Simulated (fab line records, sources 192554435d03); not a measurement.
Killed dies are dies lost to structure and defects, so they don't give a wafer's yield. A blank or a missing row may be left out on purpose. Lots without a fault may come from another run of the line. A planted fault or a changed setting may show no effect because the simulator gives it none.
Chamber matching | flow n5_finfet | N5_BEOL_M13_DESCUM_33 on rie_diel-04: 4 sister chambers
The step chemistry O2, time 7.9 s. 22 wafers are shown with their chamber, then 11 later ones without.

WAFERS WITH THEIR CHAMBER
wafer  | chamber | showerhead_plenum_p_Torr (Torr) | throttle_valve_pct (%) | oes_product_au (a.u.)
L075.2 | 2       | 2.04                            | 20.23                  | 0.92
L075.4 | 3       | 2.06                            | 20.65                  | 0.71
L075.6 | 2       | 2.04                            | 20.25                  | 0.93
L077.1 | 2       | 2.04                            | 20.25                  | 0.91
L077.2 | 0       | 2.06                            | 20.77                  | 0.68
L077.5 | 1       | 2.17                            | 20.31                  | 0.73
L083.1 | 3       | 2.06                            | 20.69                  | 0.71
L083.2 | 0       | 2.06                            | 20.79                  | 0.67
L083.3 | 2       | 2.04                            | 20.25                  | 0.89
L082.2 | 3       | 2.06                            | 20.68                  | 0.70
L082.4 | 2       | 2.04                            | 20.27                  | 0.90
L082.6 | 3       | 2.06                            | 20.68                  | 0.72
L085.1 | 1       | 2.16                            | 20.36                  | 0.72
L085.3 | 0       | 2.06                            | 20.79                  | 0.67
L085.5 | 1       | 2.16                            | 20.36                  | 0.72
L087.1 | 1       | 2.16                            | 20.37                  | 0.73
L087.3 | 0       | 2.06                            | 20.81                  | 0.66
L087.6 | 0       | 2.06                            | 20.79                  | 0.67
L089.1 | 1       | 2.16                            | 20.37                  | 0.71
L089.5 | 1       | 2.16                            | 20.38                  | 0.71
L089.6 | 2       | 2.03                            | 20.28                  | 0.87
L088.1 | 3       | 2.06                            | 20.26                  | 0.98

SIGNATURES (means of the wafers above)
reading                  | chamber 0 | chamber 1 | chamber 2 | chamber 3 | scatter within a chamber
showerhead_plenum_p_Torr | 2.0600    | 2.1617    | 2.0383    | 2.0600    | 0.00304
throttle_valve_pct       | 20.7900   | 20.3583   | 20.2550   | 20.5920   | 0.0895
oes_product_au           | 0.6700    | 0.7200    | 0.9033    | 0.7640    | 0.0584
Rule: a wafer's distance from a chamber is the root of the sum, over the readings, of the square of ((its reading less the chamber's mean) divided by the reading's scatter). The wafer belongs to the nearest chamber; if the next one is less than 2 further off, it can't be placed. The scatter: the root of (the sum of the squares of (reading less its chamber's mean) over the shown wafers, divided by (wafers less chambers)).

WAFERS WITHOUT THEIR CHAMBER
wafer  | showerhead_plenum_p_Torr (Torr) | throttle_valve_pct (%) | oes_product_au (a.u.)
L088.4 | 2.06                            | 20.42                  | 0.99
L088.6 | 2.05                            | 20.42                  | 0.99
L091.2 | 2.03                            | 20.30                  | 0.86
L091.5 | 2.03                            | 20.29                  | 0.85
L091.6 | 2.05                            | 20.28                  | 0.98
L094.1 | 2.16                            | 20.37                  | 0.70
L094.5 | 2.05                            | 20.27                  | 0.97
L094.6 | 2.03                            | 20.28                  | 0.85
L097.1 | 2.05                            | 20.31                  | 0.94
L097.3 | 2.05                            | 20.44                  | 0.92
L097.5 | 2.05                            | 20.31                  | 0.94

WHICH CHAMBER EACH WENT THROUGH
wafer  | from the rows above     | in truth
L088.4 | 3                       | 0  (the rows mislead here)
L088.6 | can't be placed: 2 or 3 | 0
L091.2 | 2                       | 2
L091.5 | 2                       | 2
L091.6 | can't be placed: 2 or 3 | 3
L094.1 | 1                       | 1
L094.5 | 2                       | 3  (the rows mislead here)
L094.6 | 2                       | 2
L097.1 | can't be placed: 2 or 3 | 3
L097.3 | can't be placed: 2 or 3 | 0
L097.5 | can't be placed: 2 or 3 | 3
Placed correctly: 4 of 11. Can't be placed from these rows: 5 (the true chamber is among the candidates in 3). Placed wrongly: 2.
